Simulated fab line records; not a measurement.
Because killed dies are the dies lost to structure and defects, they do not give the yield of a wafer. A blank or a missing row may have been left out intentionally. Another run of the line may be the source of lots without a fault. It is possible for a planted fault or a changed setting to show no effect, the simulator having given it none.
Chamber matching / flow n5Finfet / N5_BEOL_M3_CO_CAP_55 on cvdCo-01 has 3 sister chambers
The step material Co, precursor CCTBA/H2, target thk 2 nm, time 102.1 s. 3 wafers are shown with their chamber, then 6 later ones without.

WAFERS, EACH WITH ITS CHAMBER
wafer=L530.2; chamber=2; heaterPowerW (W)=216
wafer=L532.1; chamber=1; heaterPowerW (W)=241
wafer=L532.4; chamber=0; heaterPowerW (W)=247

WAFERS MISSING THEIR CHAMBER
wafer=L532.5; heaterPowerW (W)=211
wafer=L539.1; heaterPowerW (W)=249
wafer=L539.4; heaterPowerW (W)=217
wafer=L539.5; heaterPowerW (W)=252
wafer=L541.2; heaterPowerW (W)=245
wafer=L541.6; heaterPowerW (W)=249

THE CHAMBER EACH PASSED THROUGH
wafer=L532.5; from the rows above=2; in truth=2
wafer=L539.1; from the rows above=can't be placed: 0 or 1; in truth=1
wafer=L539.4; from the rows above=2; in truth=2
wafer=L539.5; from the rows above=can't be placed: 0 or 1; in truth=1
wafer=L541.2; from the rows above=can't be placed: 0 or 1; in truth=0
wafer=L541.6; from the rows above=can't be placed: 0 or 1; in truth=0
Placed correctly: 2 of 6. Unplaceable from these rows: 4, with the true chamber sitting among the candidates in 4. 0 placed wrongly.
How it was worked out, from the rows above alone: a wafer's distance from a chamber is the root of the sum, over the readings, of the square of ((its reading less the chamber's mean) divided by the reading's scatter). If the next closest chamber is less than 2 further off than the closest, the wafer can't be placed; otherwise it belongs to the closest. For every chamber, the mean is computed from those of its wafers that are shown. The scatter: with one shown wafer a chamber, the root of the mean of the squares of how far each hidden wafer lies from its nearest shown one.
